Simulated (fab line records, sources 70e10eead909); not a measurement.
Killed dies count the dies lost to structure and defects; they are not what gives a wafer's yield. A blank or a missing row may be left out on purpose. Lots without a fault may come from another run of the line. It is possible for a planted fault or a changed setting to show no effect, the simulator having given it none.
fab line records | flow nand_harc
record: lots: 6 wafers: 18 last_day: 24
route steps=1159 shown A_BLC@977
lots that met no fault: taken from a fault-free run of the same line
start_h: hours from the record's first day to the start of the lot's first wafer shown | wait_h: time in hours since the lot's previous step | " unchanged from the row above | L1.1+2: several wafers, shown together as one row | - no value present, or no start provided | * or withheld: withheld | < > ~ a bound
route shown NAME@n: names a module that has steps shown in the file, with the first one's number in the route | usual: the fault-free wafers' mean and standard deviation | same: alike in all rows | chamber/n: place in a boat | sites: each site's reading | _std_site: how widely they spread, as a standard deviation | _edge_site: the outer-site mean with the inner-site mean subtracted | radius_mm: for every site, how far away it sits from the centre of the wafer | mask NAME#n: copy n | behind: the tool/chamber that last shaped the wafer | hold: reason for holding the lot/hours on hold/outcome of the hold | device: transistor that didn't switch, given as n, p or np | end of line: at the end of the route, the tests of the same wafers | step lacking rows: just its recipe | killed: count of dies lost to structure and defects at first sort (not the wafer's yield) | map: shows each die of a wafer: x if killed, . if not, _ if none is there
set.NAME: the setting the step ran with; set.NAME@STEP: the setting that earlier step ran with | model.NAME: the simulator's own value behind a step, which no gauge read
certain route steps with their lots: each step a table, each wafer a row
services: a tool's chamber out of use, with start hour (start_h, from the record's first day; less than 0 if before it), hours out, and reason
== steps ==
step: NHARC_A_BLC_DESCUM_15
recipe: time_s: 3 o2_flow_sccm: 200 ar_flow_sccm: 0 bias_power_w: 0 chemistry: O2
step: NHARC_A_BLC_ETCH_16
recipe: target_depth_a: 390 over_etch_frac: 0.3 time_s: 65 ion_energy_ev: 80 cf4_flow_sccm: 150 ar_flow_sccm: 0 rf_w: 300 bias_w: 100 chemistry: CF4
step: NHARC_A_BLC_ETCH_17
recipe: target_depth_a: 3900 over_etch_frac: 0.25 time_s: 609.38 ion_energy_ev: 200 n2_flow_sccm: 150 h2_flow_sccm: 150 ar_flow_sccm: 0 rf_w: 400 bias_w: 150 chemistry: N2/H2
usual: drypump_motor_current_A: 5.9/0.45 oes_product_au: 0.996/0.01 rf_fwd_power_W: 399.6/1.2 rf_vpp_V: 431/3.2 showerhead_plenum_p_Torr: 2.04/0.11 throttle_valve_pct: 14.172/0.009
columns lot.wafer tool chamber start_h wait_h drypump_motor_current_A oes_product_au rf_fwd_power_W rf_hours_counter_h rf_vpp_V showerhead_plenum_p_Torr throttle_valve_pct
L625.1 rie_diel-02 0 - - 5.7 0.988 400.1 7 434 2.18 14.176
L625.4 " 1 " " 6.1 0.998 401.1 7 435 2.18 14.164
L625.6 " 0 " " 5.8 0.996 398.6 - 435 2.18 14.167
L624.4 rie_diel-02 2 - - 5.9 0.983 401.2 7 428 1.98 14.166
L624.1 " 3 " " 6.1 1.001 399.2 7 432 2.08 14.167
L624.6 " 2 " " 5.9 0.981 398.7 - 428 1.98 14.163
L635.4 rie_diel-02 1 - - 6.1 0.991 399.8 15 435 2.18 14.178
L635.2 " 2 " " 5.9 0.985 399.7 14 428 1.98 14.178
L635.6 " 2 " " 5.9 0.991 401.4 - 429 1.98 14.177
L637.2 rie_diel-02 3 - - 6.1 0.992 400.0 14 433 2.07 14.179
L637.6 " 1 " " 6.1 0.988 402.4 - 434 2.18 14.155
L637.5 " 2 " " 5.9 0.984 398.8 - 429 1.98 14.182
L641.4 rie_diel-04 3 - - 5.1 0.997 401.4 5 429 1.94 14.194
L641.5 " 0 " " 6.6 1.004 400.9 - 425 1.88 14.188
L641.6 " 1 " " 5.2 0.989 396.8 - 431 2.05 14.173
L642.2 rie_diel-04 3 - - 5.1 1.006 399.1 5 429 1.94 14.170
L642.1 " 2 " " 5.8 1.010 398.4 5 425 1.89 14.161
L642.6 " 3 " " 5.1 1.005 399.7 - 426 1.94 14.157
step: NHARC_A_BLC_ETCH_18
recipe: target_depth_a: 9100 c4f8_flow_sccm: 20 o2_flow_sccm: 10 ar_flow_sccm: withheld rf_w: 600 bias_w: 1500 chemistry: C4F8/O2/Ar
usual: oes_product_au: 0.950/0.025 rf_fwd_power_W: 598.9/1.8 rf_vpp_V: 978/6.9
columns lot.wafer tool chamber start_h wait_h oes_product_au rf_fwd_power_W rf_hours_counter_h rf_vpp_V
L625.1 rie_diel-02 3 - - 0.976 598.4 7 981
L625.4 " 0 " " 0.968 596.3 7 986
L625.6 " 2 " " 0.952 600.6 - 975
L624.4 rie_diel-02 3 - - 0.995 595.6 7 979
L624.1 " 0 " " 0.985 597.8 8 987
L624.6 " 2 " " 0.956 598.5 - 975
L635.4 rie_diel-02 3 - - 0.924 599.4 14 981
L635.2 " 0 " " 0.920 593.4 15 986
L635.6 " 1 " " 0.919 599.8 - 986
L637.2 rie_diel-02 3 - - 0.928 596.8 14 981
L637.6 " 3 " " 0.931 597.3 - 980
L637.5 " 0 " " 0.915 597.4 - 986
L641.4 rie_diel-04 1 - - 0.965 596.8 5 977
L641.5 " 1 " " 0.980 599.6 - 978
L641.6 " 2 " " 0.973 602.9 - 969
L642.2 rie_diel-04 0 - - 0.963 600.4 6 968
L642.1 " 1 " " 0.970 601.6 6 978
L642.6 " 0 " " 0.973 600.3 - 968
step: NHARC_A_BLC_CD_MEAS_19
usual: cd_nm: 101.1/1.9
columns lot.wafer tool chamber start_h wait_h cd_nm
L625.1 cd_sem-03 - 402.33 - 103.9
L625.4 " - " " 104.4
L625.6 " - " " 103.2
L624.1 cd_sem-02 - 403.64 - 96.9
L624.4 " - " " 101.2
L624.6 " - " " 104.4
L635.2 cd_sem-02 - 473.54 - 100.1
L635.4 " - " " 101.0
L635.6 " - " " 100.7
L637.2 cd_sem-02 - 475.15 - 100.9
L637.5 " - " " 99.8
L637.6 " - " " 102.5
L641.4 cd_sem-02 - 522.51 - 102.5
L641.5 " - " " 103.3
L641.6 " - " " 101.1
L642.1 cd_sem-02 - 528.43 - 102.7
L642.2 " - " " 102.2
L642.6 " - " " 101.4
step: NHARC_A_BLC_STRIP_29
recipe: cf4_flow_sccm: 150 ar_flow_sccm: 0 bias_w: 0 chemistry: CF4
usual: drypump_motor_current_A: 5.8/0.43 oes_product_au: 0.999/0.012 rf_vpp_V: 59.4/0.89 showerhead_plenum_p_Torr: 1.77/0.087 throttle_valve_pct: 13.284/0.0089
columns lot.wafer tool chamber start_h wait_h drypump_motor_current_A oes_product_au rf_hours_counter_h rf_vpp_V showerhead_plenum_p_Torr throttle_valve_pct
L625.1 rie_diel-04 0 402.41 0.1 6.5 0.981 11 58.4 1.65 13.292
L625.4 " 2 " " 5.8 1.015 10 59.8 1.65 13.283
L625.6 " 3 " " 5.1 0.991 - 59.3 1.69 13.286
L624.4 rie_diel-12 1 403.71 0.1 6.5 0.994 6 60.4 1.91 13.292
L624.1 " 0 " " 5.8 0.985 5 59.9 1.80 13.271
L624.6 " 2 " " 6.7 0.992 - 59.7 1.84 13.294
L635.2 rie_diel-02 0 473.62 0.1 5.7 1.002 15 59.9 1.88 13.290
L635.4 " 2 " " 5.9 0.988 14 58.3 1.72 13.282
L635.6 " 0 " " 5.7 0.994 - 59.9 1.88 13.277
L637.2 rie_diel-02 3 475.26 0.1 6.1 0.994 14 60.0 1.80 13.289
L637.6 " 0 " " 5.7 0.992 - 59.7 1.88 13.274
L637.5 " 1 " " 6.1 0.993 - 59.9 1.88 13.300
L641.4 rie_diel-02 2 522.61 0.1 5.9 0.993 0 59.3 1.72 13.289
L641.5 " 3 " " 6.1 0.994 - 60.2 1.79 13.304
L641.6 " 0 " " 5.7 0.987 - 60.3 1.88 13.295
L642.1 rie_diel-12 0 528.51 0.1 5.9 1.002 54 59.9 1.79 13.289
L642.2 " 2 " " 6.7 0.986 48 60.6 1.83 13.280
L642.6 " 3 " " 5.8 1.014 - 59.6 1.81 13.288
step: NHARC_A_BLC_STRIP_21
recipe: o2_flow_sccm: 500 ar_flow_sccm: 0 bias_w: 0 chemistry: O2
step: NHARC_A_BLC_STRIP_22
recipe: time_s: 600 temp_c: 30 chemistry: post_etch_residue_remover
step: NHARC_A_BLC_DEGAS_30
recipe: temp_c: 300 time_s: 60
usual: heater_power_w: 450/39
columns lot.wafer tool chamber start_h wait_h heater_power_w
L625.4 pvd_sputter-03 - 402.94 - 411
L625.1 " - " " 447
L625.6 " - " " 387
L624.4 pvd_sputter-03 - 404.24 - 430
L624.1 " - " " 448
L624.6 " - " " 444
L635.2 pvd_sputter-03 - 474.14 - 404
L635.4 " - " " 417
L635.6 " - " " 470
L637.2 pvd_sputter-03 - 475.75 - 416
L637.6 " - " " 425
L637.5 " - " " 401
L641.4 pvd_sputter-02 - 523.13 - 479
L641.5 " - " " 420
L641.6 " - " " 478
L642.1 pvd_sputter-03 - 529.13 - 403
L642.2 " - " " 471
L642.6 " - " " 425
step: NHARC_A_BLC_PRE_CLEAN_31
recipe: time_s: 15 bias_v: 250 gas: Ar
step: NHARC_A_BLC_PVD_32
recipe: target_thk_a: 50 chamber_pressure_pa: 5 power_w: 5000 substrate_temp_c: 200 time_s: 17.7 material: Ti
step: NHARC_A_BLC_ALD_23
recipe: target_thk_a: 30 pulse_time_s: 1 ald_cycles: 150 temp_c: 450 material: TiN
usual: heater_power_w: 1099/110 precursor_pulse_height_rel: 0.998/0.021
same: pulse_time_s: 1
columns lot.wafer tool chamber start_h wait_h heater_power_w precursor_pulse_height_rel
L625.1 ald_metal-02 1 403.18 - 904 0.981
L625.4 " 3 " " 1073 1.007
L625.6 " 1 " " 927 0.980
L624.4 ald_metal-01 3 404.50 - 1255 0.988
L624.1 " 0 " " 1057 0.997
L624.6 " 3 " " 1278 0.987
L635.2 ald_metal-02 1 474.39 - 915 1.005
L635.4 " 3 " " 1106 0.999
L635.6 " 1 " " 923 1.023
L637.2 ald_metal-02 1 476.03 - 938 1.008
L637.6 " 0 " " 1222 1.002
L637.5 " 1 " " 910 0.995
L641.4 ald_metal-04 1 523.37 - 981 0.993
L641.5 " 0 " " 983 1.026
L641.6 " 1 " " 981 1.007
L642.1 ald_metal-01 1 529.36 - 1012 0.974
L642.2 " 0 " " 987 1.019
L642.6 " 2 " " 1128 0.985
step: NHARC_A_BLC_CVD_24
recipe: target_thk_a: 1500 temp_c: 300 pressure_torr: 40 wf6_flow_sccm: 40 h2_flow_sccm: 1600 ar_flow_sccm: 1560 time_s: 434 material: W
usual: heater_power_w: 471/36 throttle_valve_pct: 8.12/0.27
columns lot.wafer tool chamber start_h wait_h heater_power_w throttle_valve_pct
L625.1 cvd_w-02 1 403.38 - 491 7.69
L625.4 " 1 " " 490 7.34
L625.6 " 1 " " 484 7.59
L625.1 cvd_w-02 1 404.06 0.6 495 7.61
L625.4 " 1 " " 505 7.53
L625.6 " 1 " " 508 7.54
L624.1 cvd_w-02 1 404.76 - 489 7.86
L624.4 " 0 " " 431 8.26
L624.6 " 1 " " 477 7.47
L624.1 cvd_w-02 1 405.44 0.6 492 7.54
L624.4 " 0 " " 418 8.19
L624.6 " 1 " " 505 7.78
L635.2 cvd_w-01 0 474.66 - 499 8.13
L635.4 " 0 " " 507 8.03
L635.6 " 1 " " 467 8.49
L637.2 cvd_w-02 0 476.81 - 424 8.22
L637.5 " 0 " " 421 8.33
L637.6 " 0 " " 421 8.57
L641.4 cvd_w-02 0 526.57 - 412 8.34
L641.6 " 1 " " 514 7.99
L641.5 " 0 " " 436 8.43
L642.2 cvd_w-02 1 530.19 - 497 7.87
L642.1 " 0 " " 430 8.31
L642.6 " 0 " " 428 8.31
step: NHARC_A_BLC_CMP_25
recipe: t_overpolish_s: 30 target_thk_nm: 150
usual: motor_current_A: 11.3/1.1 overpolish_run_s: 30.000/0.01 time_to_endpoint_s: 29.0/2.3
columns lot.wafer tool chamber start_h wait_h motor_current_A overpolish_run_s time_to_endpoint_s
L625.1 cmp-02 2 404.64 0.5 12.5 29.996 58.9
L625.4 " 1 " " 10.5 30.004 59.7
L625.6 " 3 " " 10.3 30.005 60.8
L624.1 cmp-01 1 405.98 0.5 10.9 29.993 58.4
L624.4 " 2 " " 13.4 29.975 57.1
L624.6 " 1 " " 11.2 30.002 53.0
L635.2 cmp-04 0 475.11 0.4 10.8 29.995 26.9
L635.4 " 2 " " 13.0 29.994 28.6
L635.6 " 1 " " 12.1 30.007 29.9
L637.2 cmp-01 2 477.66 0.7 12.3 29.981 35.1
L637.5 " 1 " " 11.1 30.003 31.3
L637.6 " 2 " " 12.8 29.985 36.6
L641.4 cmp-01 1 526.90 0.3 11.3 29.990 24.6
L641.6 " 0 " " 11.8 30.015 27.9
L641.5 " 1 " " 11.1 30.008 24.5
L642.2 cmp-04 2 530.73 0.5 13.7 29.998 28.8
L642.1 " 3 " " 9.9 30.000 26.5
L642.6 " 3 " " 10.0 29.988 26.3
== services ==
columns tool chamber start_h hours kind
cvd_w-02 - 378.27 13.0 pm
rie_diel-12 - 379.62 9.0 pm
rie_diel-02 1 384.18 3.1 repair
pvd_sputter-02 - 393.38 10.0 pm
cmp-04 - 399.13 4.0 pm
ald_metal-04 - 406.00 10.0 pm
ald_metal-02 - 409.95 1.1 repair
cmp-02 - 422.34 0.2 repair
cmp-02 - 422.57 4.0 pm
ald_metal-01 - 458.00 10.0 pm
pvd_sputter-03 - 460.78 10.0 pm
ald_metal-02 0 462.33 9.5 repair
rie_diel-04 - 465.90 9.0 pm
cmp-01 - 473.50 4.0 pm
cvd_w-01 - 475.02 13.0 pm
cmp-04 - 497.13 4.0 pm
rie_diel-12 1 501.38 4.2 repair
rie_diel-02 - 504.71 9.0 pm
cvd_w-01 0 508.85 13.2 repair
pvd_sputter-03 - 516.58 2.3 repair
pvd_sputter-03 - 519.29 5.4 repair
cmp-02 - 520.58 4.0 pm
rie_diel-02 2 529.16 1.6 repair
cmp-01 - 529.46 21.9 repair
== key ==
first_sign: step: NHARC_A_BLC_CVD_24 reading: visit direction: added
effect: step: NHARC_A_BLC_CMP_25 reading: time_to_endpoint_s direction: up sigmas: 13 usual: * struck: *
met_at NHARC_A_BLC_CVD_24
struck_wafers L624.1,L624.4,L624.6,L625.1,L625.4,L625.6
sort_left_out L624.1,L624.4,L624.6,L625.1,L625.4,L625.6
tester_left_out L624,L625
fault: kind: repeated_step_whole tool: cvd_w-01,cvd_w-02 chamber: - onset_h: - steps: NHARC_A_BLC_CVD_24 times: 1 scope: struck_lots_only
tester_left_out: of these lots the tester's yield and bins aren't shown, on N5 and GAA mostly nor the transistor test; their killed dies are dies lost to structure and defects alone, not to doping, threshold or leakage, so they don't give the yield
sort_left_out: the simulated sort isn't trusted on such a fault, so these wafers' sort isn't shown, and their yield isn't known
